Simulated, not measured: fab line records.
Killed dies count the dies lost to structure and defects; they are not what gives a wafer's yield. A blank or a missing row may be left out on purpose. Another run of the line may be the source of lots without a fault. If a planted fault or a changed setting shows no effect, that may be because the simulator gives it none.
Check of tool commonality | flow nand-harc | 1 lot, 1 wafer sampled

== WHY IT WAS OPENED ==
At NHARC_END_SORT_01 the reading killed-at-array is flagged on 1 of 1 lot. Wafers without a fault read 26, standard deviation 9.1.
Rule: a lot is flagged in two cases, either no wafer of it has a number, or all its wafers with numbers fall more than 4 standard deviations from that mean. The other lots count as sound.

lot  | measured     | on        | killed-at-array, wafer by wafer | flag
L650 | day 23 11:47 | prober-02 | 672                             | FLAGGED
The mean of the flagged lots' numbers is 672, +646 from the usual (+71 standard deviations).

== WHICH TOOL EACH LOT WENT THROUGH ==
4 process steps preceding the reading are held in the record, out of 1159 steps in the route. Each cell gives the tool, then ch followed by the chambers the sampled wafers passed through, then the start.
lot  | flag    | NHARC_A_STAIRCASE_ETCH_21                 | NHARC_A_STAIRCASE_TRIM_24                 | NHARC_A_STAIRCASE_ETCH_194                | NHARC_A_STAIRCASE_ETCH_201
L650 | FLAGGED | rie-diel-02 ch 0, day 14 16:15 or earlier | rie-diel-02 ch 2, day 14 16:15 or earlier | rie-diel-02 ch 1, day 14 16:15 or earlier | rie-diel-02 ch 0, day 14 16:15
What the steps here do:
- NHARC_A_STAIRCASE_ETCH_21: etches the open film in C4F8/O2, target depth 100 nm, time 40.5 s.
- NHARC_A_STAIRCASE_TRIM_24: chemistry O2, time 211.2 s.
- NHARC_A_STAIRCASE_ETCH_194: etches the open film in C4F8/O2, target depth 100 nm, time 40.5 s.
- NHARC_A_STAIRCASE_ETCH_201: etches the open film in C4F8/O2, target depth 100 nm, time 40.5 s.
- NHARC_END_SORT_01

== FLAGGED OVER TOTAL, TOOL BY TOOL (the gauges that took the reading come last) ==
step                       | tool        | lots run | flagged | share of the flagged lots | sound lots run after its first flagged lot
NHARC_A_STAIRCASE_ETCH_21  | rie-diel-02 | 1        | 1       | all                       | 0
NHARC_A_STAIRCASE_TRIM_24  | rie-diel-02 | 1        | 1       | all                       | 0
NHARC_A_STAIRCASE_ETCH_194 | rie-diel-02 | 1        | 1       | all                       | 0
NHARC_A_STAIRCASE_ETCH_201 | rie-diel-02 | 1        | 1       | all                       | 0
NHARC_END_SORT_01          | prober-02   | 1        | 1       | all                       | 0
NHARC_A_STAIRCASE_ETCH_21: start missing for some lots; hours and lot order therefore follow NHARC_A_STAIRCASE_ETCH_201. NHARC_A_STAIRCASE_TRIM_24: start missing for some lots; hours and lot order therefore follow NHARC_A_STAIRCASE_ETCH_201. NHARC_A_STAIRCASE_ETCH_194: start missing for some lots; hours and lot order therefore follow NHARC_A_STAIRCASE_ETCH_201.

== WHAT THE TABLE PERMITS ==
5 rows of the table ran every flagged lot: rie-diel-02 at NHARC_A_STAIRCASE_ETCH_21, rie-diel-02 at NHARC_A_STAIRCASE_TRIM_24, rie-diel-02 at NHARC_A_STAIRCASE_ETCH_194, rie-diel-02 at NHARC_A_STAIRCASE_ETCH_201, prober-02 at NHARC_END_SORT_01.
- rie-diel-02 at NHARC_A_STAIRCASE_ETCH_21: 1 of its 1 lot flagged. The start can't be narrowed down: in this sample, it ran no sound lot prior to its first flagged lot.
- rie-diel-02 at NHARC_A_STAIRCASE_TRIM_24: 1 of its 1 lot flagged. The start can't be narrowed down: in this sample, it ran no sound lot prior to its first flagged lot.
- rie-diel-02 at NHARC_A_STAIRCASE_ETCH_194: 1 of its 1 lot flagged. The start can't be narrowed down: in this sample, it ran no sound lot prior to its first flagged lot.
- rie-diel-02 at NHARC_A_STAIRCASE_ETCH_201: 1 of its 1 lot flagged. The start can't be narrowed down: in this sample, it ran no sound lot prior to its first flagged lot. Its own readings lie more than 4 standard deviations out on every wafer of the flagged lots: oes-product-au.
- prober-02 at NHARC_END_SORT_01: 1 of its 1 lot flagged. The start can't be narrowed down: in this sample, it ran no sound lot prior to its first flagged lot.
A lot count leaves these 2 tools indistinguishable: every one of them fits a fault beginning at some hour. More lots, or a look at what each step does to the wafer, might.

== WHAT HAD BEEN PUT IN BY THE SIMULATOR ==
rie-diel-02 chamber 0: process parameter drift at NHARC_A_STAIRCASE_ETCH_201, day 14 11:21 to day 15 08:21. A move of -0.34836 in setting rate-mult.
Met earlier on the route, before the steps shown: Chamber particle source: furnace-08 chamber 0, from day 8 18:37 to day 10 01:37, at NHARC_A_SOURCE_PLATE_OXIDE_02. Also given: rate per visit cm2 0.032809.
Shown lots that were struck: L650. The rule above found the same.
